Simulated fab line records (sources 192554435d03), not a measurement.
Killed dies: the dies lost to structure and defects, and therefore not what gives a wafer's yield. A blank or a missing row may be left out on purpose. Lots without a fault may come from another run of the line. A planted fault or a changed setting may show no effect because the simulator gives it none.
Matching of chambers :: flow n5Finfet :: N5_MOL_CONTACT_COAG_CMP_23 on cmp-02: 4 sister chambers
The step polishes, stops on SiO2, t overpolish 1.5 s, target thk 0 nm. 18 wafers are shown with their chamber, then 9 later ones without.

== WAFERS WITH THEIR CHAMBER ==
wafer: L076.2
chamber: 2
motorCurrentA (A): 9.5
timeToEndpointS (s): 13.4
overpolishRunS (s): 1.508

wafer: L076.3
chamber: 0
motorCurrentA (A): 9.6
timeToEndpointS (s): 8.4
overpolishRunS (s): 1.492

wafer: L076.6
chamber: 1
motorCurrentA (A): 7.7
timeToEndpointS (s): 12.6
overpolishRunS (s): 1.495

wafer: L080.2
chamber: 0
motorCurrentA (A): 9.9
timeToEndpointS (s): 7.4
overpolishRunS (s): 1.505

wafer: L080.3
chamber: 1
motorCurrentA (A): 7.7
timeToEndpointS (s): 7.8
overpolishRunS (s): 1.498

wafer: L080.4
chamber: 2
motorCurrentA (A): 10.2
timeToEndpointS (s): 9.6
overpolishRunS (s): 1.506

wafer: L081.1
chamber: 0
motorCurrentA (A): 10.0
timeToEndpointS (s): 7.6
overpolishRunS (s): 1.501

wafer: L081.3
chamber: 3
motorCurrentA (A): 7.6
timeToEndpointS (s): 9.6
overpolishRunS (s): 1.497

wafer: L081.6
chamber: 3
motorCurrentA (A): 7.5
timeToEndpointS (s): 9.1
overpolishRunS (s): 1.510

wafer: L089.2
chamber: 1
motorCurrentA (A): 7.9
timeToEndpointS (s): 10.4
overpolishRunS (s): 1.504

wafer: L089.4
chamber: 0
motorCurrentA (A): 9.5
timeToEndpointS (s): 6.6
overpolishRunS (s): 1.513

wafer: L089.6
chamber: 3
motorCurrentA (A): 7.7
timeToEndpointS (s): 9.9
overpolishRunS (s): 1.500

wafer: L091.4
chamber: 1
motorCurrentA (A): 7.9
timeToEndpointS (s): 6.3
overpolishRunS (s): 1.481

wafer: L091.5
chamber: 2
motorCurrentA (A): 9.4
timeToEndpointS (s): 10.6
overpolishRunS (s): 1.502

wafer: L091.6
chamber: 1
motorCurrentA (A): 7.8
timeToEndpointS (s): 9.4
overpolishRunS (s): 1.517

wafer: L092.1
chamber: 1
motorCurrentA (A): 7.8
timeToEndpointS (s): 12.2
overpolishRunS (s): 1.492

wafer: L092.2
chamber: 2
motorCurrentA (A): 9.2
timeToEndpointS (s): 10.6
overpolishRunS (s): 1.485

wafer: L092.4
chamber: 3
motorCurrentA (A): 7.5
timeToEndpointS (s): 8.3
overpolishRunS (s): 1.494

SIGNATURES, as means of the wafers listed above
reading: motorCurrentA
chamber 0: 9.750
chamber 1: 7.800
chamber 2: 9.575
chamber 3: 7.575
scatter within a chamber: 0.24

reading: timeToEndpointS
chamber 0: 7.500
chamber 1: 9.783
chamber 2: 11.050
chamber 3: 9.225
scatter within a chamber: 1.72

reading: overpolishRunS
chamber 0: 1.50275
chamber 1: 1.49783
chamber 2: 1.50025
chamber 3: 1.50025
scatter within a chamber: 0.0101
Rule: a wafer's distance from a chamber is the root of the sum, over the readings, of the square of ((its reading less the chamber's mean) divided by the reading's scatter). If the next closest chamber is less than 2 further off than the closest, the wafer can't be placed; otherwise it belongs to the closest. The scatter: the root of (the sum of the squares of (reading less its chamber's mean) over the shown wafers, divided by (wafers less chambers)).

== WAFERS WHOSE CHAMBER IS MISSING ==
wafer: L093.1
motorCurrentA (A): 7.7
timeToEndpointS (s): 10.2
overpolishRunS (s): 1.496

wafer: L093.3
motorCurrentA (A): 9.1
timeToEndpointS (s): 8.2
overpolishRunS (s): 1.500

wafer: L093.4
motorCurrentA (A): 9.2
timeToEndpointS (s): 11.4
overpolishRunS (s): 1.508

wafer: L095.2
motorCurrentA (A): 9.2
timeToEndpointS (s): 11.4
overpolishRunS (s): 1.501

wafer: L095.4
motorCurrentA (A): 9.6
timeToEndpointS (s): 7.5
overpolishRunS (s): 1.509

wafer: L095.5
motorCurrentA (A): 9.2
timeToEndpointS (s): 7.5
overpolishRunS (s): 1.501

wafer: L094.1
motorCurrentA (A): 8.2
timeToEndpointS (s): 11.3
overpolishRunS (s): 1.497

wafer: L094.3
motorCurrentA (A): 9.6
timeToEndpointS (s): 10.7
overpolishRunS (s): 1.499

wafer: L094.6
motorCurrentA (A): 9.7
timeToEndpointS (s): 7.4
overpolishRunS (s): 1.504

== EACH ONE'S CHAMBER ==
wafer: L093.1
from the rows above: can't be placed: 1 or 3
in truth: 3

wafer: L093.3
from the rows above: can't be placed: 2 or 0
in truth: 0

wafer: L093.4
from the rows above: can't be placed: 2 or 0
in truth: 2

wafer: L095.2
from the rows above: can't be placed: 2 or 0
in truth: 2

wafer: L095.4
from the rows above: can't be placed: 0 or 2
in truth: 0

wafer: L095.5
from the rows above: can't be placed: 0 or 2
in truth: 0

wafer: L094.1
from the rows above: can't be placed: 1 or 3
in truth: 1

wafer: L094.3
from the rows above: can't be placed: 2 or 0
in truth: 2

wafer: L094.6
from the rows above: can't be placed: 0 or 2
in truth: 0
0 of 9 placed correctly. From these rows, 9 cannot be placed; in 9 the true chamber is one of the candidates. Wrongly placed: 0.
